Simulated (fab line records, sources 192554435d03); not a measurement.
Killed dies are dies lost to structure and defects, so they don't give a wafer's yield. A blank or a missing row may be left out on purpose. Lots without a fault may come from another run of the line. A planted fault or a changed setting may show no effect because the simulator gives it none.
fab line records | flow n5_finfet
record lots=11 wafers=29 last_day=20
route steps=1938 shown BEOL_M5@1115 PASSIVATION@1936
lots that met no fault: from a run of the same line without faults
start_h: hours from the record's first day to the start of the lot's first wafer shown | wait_h: hours since the lot's step before | " the same as in the row above | L1.1+2: a row that stands for several wafers | - no value, or no start given | * or withheld: withheld | < > ~ a bound
route shown NAME@n: a module of which the file shows steps, and the number in the route of the first | usual: mean/standard deviation of fault-free wafers | same: alike in all rows | chamber/n: place in a boat | sites: the reading at each site | _std_site: their standard deviation | _edge_site: outer sites' mean less inner sites' | radius_mm: how far each site lies from the wafer's centre | mask NAME#n: copy n | behind: the tool/chamber that last shaped the wafer | hold: why the lot was held/for how many hours/how that ended | device: the transistor (n, p or np) that didn't switch | end of line: the same wafers' tests at the end of the route | a step without rows: its recipe alone | killed: dies lost to structure and defects at the first sort, not the wafer's yield | map: a wafer's dies, x killed, . not, _ none there
set.NAME: the setting as run; set.NAME@STEP: as run at that earlier step | model.NAME: the simulator's own value behind a step, which no gauge read
steps of the route over a sample of lots; a table a step, a row a wafer
services: from which hour (start_h, from the record's first day; less than 0 if before it) a tool's chamber was out of use, for how many hours, and why
## steps
# step N5_BEOL_M5_PECVD_70
# recipe material=SiO2 target_thk_a=160 temp_c=400 precursor=TEOS/O2 pressure_torr=5.5 rf_w=450 teos_flow_sccm=53.8 gas=O2 flow_sccm=3000 time_s=18
# usual heater_power_w=796/130 showerhead_plenum_p_Torr=8.81/0.049 throttle_valve_pct=22.5/1.5
# columns lot.wafer tool chamber start_h wait_h heater_power_w showerhead_plenum_p_Torr since_wet_clean_h throttle_valve_pct
L890.1 pecvd-03 0 223.67 0.0 874 8.85 928 26.0
L890.3 " 1 " " 701 8.86 1653 21.1
L890.6 " 2 " " 1099 8.70 - 22.0
L888.4 pecvd-03 1 225.55 0.1 717 8.85 - 21.2
L888.5 " 2 " " 1035 8.69 - 22.2
L893.2 pecvd-02 1 258.95 0.0 871 8.79 1507 23.1
L893.3 " 0 " " 977 8.86 782 22.9
L893.4 " 1 " " 862 8.79 - 22.9
L896.1 pecvd-03 2 271.84 0.0 1036 8.70 219 22.2
L896.4 " 2 " " 1051 8.72 - 22.2
L896.6 " 0 " " 936 8.87 - 26.3
L898.2 pecvd-03 0 301.43 0.0 884 8.88 1005 26.2
L898.4 " 0 " " 898 8.87 - 26.3
L903.1 pecvd-02 0 301.52 0.0 980 8.88 824 22.5
L903.4 " 0 " " 994 8.87 - 22.7
L903.5 " 2 " " 932 8.84 - 20.0
L901.2 pecvd-02 2 302.38 0.0 867 8.83 71 20.1
L901.6 " 0 " " 942 8.87 - 22.7
L905.3 pecvd-01 2 318.80 0.0 740 8.78 430 21.4
L905.6 " 0 " " 669 8.78 - 23.7
L908.2 pecvd-02 2 340.90 0.0 840 8.86 110 20.0
L908.3 " 0 " " 855 8.88 864 23.0
L908.4 " 1 " " 809 8.80 - 23.6
L907.2 pecvd-02 1 347.56 0.0 731 8.77 1595 23.5
L907.4 " 2 " " 775 8.86 - 19.9
L907.5 " 0 " " 887 8.90 - 22.8
L909.1 pecvd-02 0 351.47 0.0 951 8.87 874 23.1
L909.4 " 0 " " 999 8.86 - 22.7
L909.6 " 2 " " 911 8.83 - 20.4
# step N5_BEOL_M5_SPUTTER_81
# recipe material=Cu target_thk_a=150 temp_c=-20 chamber_pressure_pa=0.07 power_w=withheld time_s=27.62
# usual chuck_sensor_temp_C=-15.8/0.51 throttle_valve_pct=29.7/0.89
# columns lot.wafer tool chamber start_h wait_h chuck_sensor_temp_C throttle_valve_pct
L890.1 pvd_sputter-01 - 229.72 0.5 -15.7 29.0
L890.3 " - " " -15.9 28.9
L890.6 " - " " -15.9 28.5
L888.4 pvd_sputter-02 - 234.97 0.5 -16.1 30.4
L888.5 " - " " -16.7 28.9
L893.2 pvd_sputter-03 - 266.68 0.5 -15.1 31.0
L893.3 " - " " -15.4 28.5
L893.4 " - " " -15.2 29.2
L896.1 pvd_sputter-02 - 278.57 0.5 -15.4 29.7
L896.4 " - " " -16.9 29.0
L896.6 " - " " -15.4 29.8
L901.2 pvd_sputter-02 - 308.83 0.5 -16.1 30.3
L901.6 " - " " -15.3 29.6
L898.2 pvd_sputter-03 - 309.31 0.5 -15.2 29.2
L898.4 " - " " -15.1 31.4
L903.1 pvd_sputter-01 - 310.52 0.5 -16.0 30.7
L903.4 " - " " -16.3 30.7
L903.5 " - " " -16.1 30.7
L905.3 pvd_sputter-01 - 327.43 0.5 -15.9 28.3
L905.6 " - " " -16.5 30.5
L908.2 pvd_sputter-03 - 347.61 0.5 -15.7 29.8
L908.3 " - " " -15.6 28.5
L908.4 " - " " -15.3 29.0
L907.2 pvd_sputter-01 - 355.63 0.5 -15.8 29.0
L907.4 " - " " -15.9 28.3
L907.5 " - " " -16.4 30.6
L909.1 pvd_sputter-02 - 358.98 0.5 -16.2 30.4
L909.4 " - " " -16.8 29.0
L909.6 " - " " -16.4 30.4
# step N5_BEOL_M5_SPUTTER_83
# recipe material=Cu target_thk_a=150 temp_c=-20 chamber_pressure_pa=0.07 power_w=withheld time_s=27.62
# usual chuck_sensor_temp_C=-15.8/0.5 throttle_valve_pct=29.7/0.9
# columns lot.wafer tool chamber start_h wait_h chuck_sensor_temp_C throttle_valve_pct
L890.1 pvd_sputter-01 - 230.80 0.5 -15.7 28.6
L890.3 " - " " -15.9 28.6
L890.6 " - " " -16.0 28.3
L888.4 pvd_sputter-02 - 236.05 0.5 -16.1 30.3
L888.5 " - " " -16.7 28.9
L893.2 pvd_sputter-03 - 267.77 0.5 -14.9 31.6
L893.3 " - " " -15.4 28.7
L893.4 " - " " -15.5 29.4
L896.1 pvd_sputter-02 - 279.66 0.5 -15.5 29.6
L896.4 " - " " -16.8 29.0
L896.6 " - " " -15.5 29.3
L901.2 pvd_sputter-02 - 309.91 0.5 -15.9 30.2
L901.6 " - " " -15.4 29.6
L898.2 pvd_sputter-03 - 310.39 0.5 -15.3 29.4
L898.4 " - " " -14.8 31.3
L903.1 pvd_sputter-01 - 311.61 0.5 -15.9 30.7
L903.4 " - " " -16.3 30.4
L903.5 " - " " -16.0 30.5
L905.3 pvd_sputter-01 - 328.52 0.5 -15.8 28.3
L905.6 " - " " -16.5 30.6
L908.2 pvd_sputter-03 - 348.70 0.5 -15.6 29.6
L908.3 " - " " -15.6 28.6
L908.4 " - " " -15.2 29.3
L907.2 pvd_sputter-01 - 356.71 0.5 -15.8 29.1
L907.4 " - " " -16.0 28.5
L907.5 " - " " -16.3 30.6
L909.1 pvd_sputter-02 - 360.07 0.5 -16.1 30.4
L909.4 " - " " -16.7 28.9
L909.6 " - " " -16.3 30.5
# step N5_BEOL_M5_CMP_52
# recipe stop_on=SiCOH_lowk t_overpolish_s=6.9 down_force_psi=1 platen_rpm=50 clearing_platen_down_force_psi=1.5 clearing_platen_rpm=50 post_cmp_clean=cu_alkaline target_thk_nm=62 clearing_platen_pad_velocity_m_s=0.99484 pad_velocity_m_s=0.99484
# usual barrier_field_endpoint_s=24.8/0.93 motor_current_A=6.1/0.73 slurry_filter_dp_kPa=13.52/0.13
# columns lot.wafer tool chamber start_h wait_h barrier_field_endpoint_s motor_current_A slurry_filter_dp_kPa
L890.3 cmp-01 1 233.51 0.2 23.2 5.6 13.61
L890.1 " 3 " " 24.9 5.6 13.41
L890.6 " 0 " " 24.1 6.8 13.54
L888.4 cmp-01 3 238.90 0.2 25.3 5.6 13.30
L888.5 " 1 " " 23.4 5.5 13.41
L893.2 cmp-04 2 270.48 0.2 25.4 5.8 13.48
L893.4 " 3 " " 25.9 6.9 13.64
L893.3 " 0 " " 24.5 6.1 13.49
L896.4 cmp-01 0 282.33 0.1 33.6 7.1 13.58
L896.1 " 2 " " 24.7 6.0 13.52
L896.6 " 1 " " 32.9 5.3 13.29
L901.2 cmp-01 1 312.59 0.2 24.8 5.3 13.82
L901.6 " 2 " " 24.9 6.3 13.53
L898.4 cmp-01 0 313.24 0.1 33.4 7.0 13.67
L898.2 " 2 " " 24.0 5.9 13.69
L903.1 cmp-02 1 314.28 0.3 24.3 5.8 13.68
L903.4 " 3 " " 23.6 5.9 13.78
L903.5 " 1 " " 25.4 6.1 13.59
L905.3 cmp-04 2 331.23 0.2 25.9 5.3 13.38
L905.6 " 2 " " 26.4 5.5 13.61
L908.2 cmp-02 0 351.41 0.2 25.0 7.6 13.59
L908.3 " 1 " " 24.1 5.9 13.52
L908.4 " 2 " " 24.7 5.2 13.52
L907.4 cmp-04 0 359.42 0.2 26.0 6.0 13.71
L907.2 " 2 " " 24.8 5.4 13.47
L907.5 " 0 " " 24.6 6.2 13.38
L909.1 cmp-02 1 362.78 0.3 24.5 6.0 13.47
L909.4 " 3 " " 23.2 6.4 13.44
L909.6 " 0 " " 25.7 7.9 13.44
# step N5_BEOL_M5_PRE_CLEAN_77
# recipe gas=NH3/H2 time_s=15 temp_c=* rf_power_w=300
# usual heater_power_w=80/15
# columns lot.wafer tool chamber start_h wait_h heater_power_w since_wet_clean_h
L890.1 cvd_co-02 1 233.99 0.2 81 1213
L890.3 " 0 " " 89 775
L890.6 " 1 " " 79 -
L888.4 cvd_co-01 1 239.17 0.1 107 -
L888.5 " 0 " " 63 -
L893.2 cvd_co-02 2 270.78 0.0 62 353
L893.3 " 1 " " 80 1249
L893.4 " 1 " " 81 -
L896.1 cvd_co-02 1 282.67 0.0 80 1261
L896.4 " 0 " " 90 -
L896.6 " 1 " " 77 -
L901.2 cvd_co-01 1 312.92 0.0 107 165
L901.6 " 1 " " 107 -
L898.2 cvd_co-02 0 313.57 0.0 92 855
L898.4 " 1 " " 79 -
L903.1 cvd_co-02 1 314.76 0.2 79 1293
L903.4 " 0 " " 89 -
L903.5 " 2 " " 64 -
L905.3 cvd_co-02 1 331.52 0.0 79 1310
L905.6 " 1 " " 79 -
L908.2 cvd_co-01 2 351.70 0.0 79 652
L908.3 " 0 " " 62 1112
L908.4 " 2 " " 79 -
L907.2 cvd_co-01 2 359.75 0.1 81 660
L907.4 " 2 " " 77 -
L907.5 " 0 " " 62 -
L909.1 cvd_co-01 1 363.08 0.0 107 215
L909.4 " 0 " " 63 -
L909.6 " 1 " " 105 -
# step N5_PASSIVATION_PROBE_49
# usual defect_limited_yield=91.2/1.5 killed_at_M0_to_M3=36/10 killed_at_M4_up=14/5.2 killed_at_contacts=12/6 killed_at_front_end=37/10 killed_at_other=4/3.3 killed_dies=104/18 killed_open=68/14 killed_short=34/7.4 sort_bin_4_leakage=0.01/0.04 sort_bin_5_function=5.2/1 sort_bin_6_memory=3.3/0.7 sort_bin_8_speed=0.01/0.045 sort_n_pass=1076/18 sort_yield_pct=91.2/1.5
# same gross_dies=1180 killed_at_back_side=0
# columns lot.wafer tool chamber start_h wait_h defect_limited_yield[%] killed_at_M0_to_M3 killed_at_M4_up killed_at_contacts killed_at_front_end killed_at_other killed_dies killed_open killed_short sort_bin_4_leakage[%] sort_bin_5_function[%] sort_bin_6_memory[%] sort_bin_8_speed[%] sort_n_pass sort_yield_pct[%]
L888.4 prober-01 - 338.42 0.2 93.3 28 8 6 31 6 79 53 26 0 3.9 2.7 0 1101 93.3
L888.5 prober-01 - 338.47 0.2 94.6 18 13 14 16 3 64 42 22 0 3.2 1.9 0 1116 94.6
L905.3 prober-01 - 439.15 0.1 92.5 40 12 3 29 5 89 55 34 0 4.1 3.2 0 1091 92.5
L905.6 prober-01 - 439.30 0.3 90.2 47 10 9 48 2 116 65 51 0 5.8 3.9 0 1064 90.2
L907.2 prober-02 - 488.71 0.1 90.4 50 12 18 30 3 113 75 38 0 5.3 3.8 0 1067 90.4
L907.4 prober-02 - 488.81 0.2 91.3 35 19 13 28 8 103 65 36 0 4.6 3.7 0 1077 91.3
L907.5 prober-02 - 488.86 0.2 91.4 52 10 14 19 6 101 61 40 0 5.7 2.5 0 1079 91.4
# killed by level:class
L888.4 BEOL_M2:geometric_particle:open=7 STI_FIN_REVEAL:geometric_particle:open=6 FIN_SAQP:geometric_particle:short=5 GATE_CUT:geometric_particle:short=5 MOL_CONTACT_COAG:geometric_particle:open=5 BEOL_M0_SAQP:geometric_particle:open=5 BEOL_M1:geometric_particle:open=5 FIN_SAQP:geometric_particle:open=3
L888.5 MOL_CONTACT_COAG:geometric_particle:open=12 GATE_CUT:geometric_particle:short=6 BEOL_M1:geometric_particle:open=5 FIN_SAQP:geometric_particle:open=4 BEOL_M0_SAQP:geometric_particle:short=4 BEOL_M4:geometric_particle:open=4 BEOL_M2:geometric_particle:open=3 BEOL_M7:geometric_particle:open=3
L905.3 BEOL_M0_SAQP:geometric_particle:short=11 FIN_SAQP:geometric_particle:open=10 BEOL_M3:geometric_particle:open=9 DUMMY_GATE:geometric_particle:open=7 BEOL_M0_SAQP:geometric_particle:open=7 BEOL_M1:geometric_particle:open=5 FIN_SAQP:geometric_particle:short=3 BEOL_M2:geometric_particle:open=3
L905.6 BEOL_M0_SAQP:geometric_particle:short=19 BEOL_M0_SAQP:geometric_particle:open=13 FIN_SAQP:geometric_particle:open=11 DUMMY_GATE:geometric_particle:open=10 FIN_SAQP:geometric_particle:short=9 MOL_CONTACT_COAG:geometric_particle:open=6 BEOL_M5:geometric_particle:open=5 BEOL_M2:geometric_particle:open=4
L907.2 MOL_CONTACT_COAG:geometric_particle:open=15 FIN_SAQP:geometric_particle:short=12 BEOL_M0_SAQP:geometric_particle:short=12 BEOL_M0_SAQP:geometric_particle:open=11 BEOL_M2:geometric_particle:open=9 BEOL_M1:geometric_particle:open=7 FIN_SAQP:geometric_particle:open=6 BEOL_M0:geometric_particle:open=5
L907.4 MOL_CONTACT_COAG:geometric_particle:open=12 FIN_SAQP:geometric_particle:short=10 BEOL_M0_SAQP:geometric_particle:open=10 BEOL_M2:geometric_particle:open=8 BEOL_M4:geometric_particle:open=5 BEOL_M0_SAQP:geometric_particle:short=4 BEOL_M4:geometric_particle:short=4 MIM_TOP_ETCH:geometric_particle:short=4
L907.5 MOL_CONTACT_COAG:geometric_particle:open=12 BEOL_M0_SAQP:geometric_particle:short=10 BEOL_M0_SAQP:geometric_particle:open=10 BEOL_M2:geometric_particle:open=10 GATE_CUT:geometric_particle:short=5 BEOL_M0:geometric_particle:open=5 BEOL_M1:geometric_particle:short=4 BEOL_M3:geometric_particle:open=4
## services
# columns tool chamber start_h hours kind
pecvd-02 2 202.38 - clean
pecvd-02 1 206.22 2.9 repair
cmp-02 - 216.81 1.2 repair
cmp-01 - 217.37 1.1 repair
pvd_sputter-01 - 219.23 4.0 repair
pecvd-03 1 226.92 4.8 repair
cmp-02 - 231.63 10.3 pm
cvd_co-02 2 240.71 4.8 repair
cvd_co-01 0 243.52 11.4 repair
pecvd-03 - 255.03 14.6 pm
cmp-02 - 259.41 4.0 pm
cmp-01 - 269.12 8.4 pm
pecvd-02 - 270.32 28.1 pm
cmp-01 - 278.95 0.5 repair
cvd_co-02 - 285.01 2.8 pm
cmp-02 - 289.59 4.6 pm
pecvd-01 - 295.80 14.6 pm
pecvd-03 0 307.10 28.4 repair
cmp-02 - 321.72 0.3 repair
cmp-01 - 325.02 0.8 repair
cmp-02 - 328.59 0.6 repair
cvd_co-02 - 333.80 0.5 repair
cmp-04 - 346.47 12.1 pm
cmp-02 - 359.12 1.0 repair
## key
first_sign step=N5_BEOL_M5_CMP_52 reading=barrier_field_endpoint_s direction=up sigmas=9.1 usual=24.8 struck=33.3
effect none on later readings
met_at N5_BEOL_M5_PECVD_70
struck_lots L896,L898
struck_wafers L896.4,L896.6,L898.4
not_acting_at N5_BEOL_M5_SPUTTER_81,N5_BEOL_M5_SPUTTER_83,N5_BEOL_M5_PRE_CLEAN_77
onset_between 225.55 271.84
fault kind=process_parameter_drift tool=pecvd-03 chamber=- onset_h=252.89 steps=N5_BEOL_M5_PECVD_70 channel=time_s offset=* shape=step end_h=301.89 scope=struck_wafers_only acts_in=* stated=*
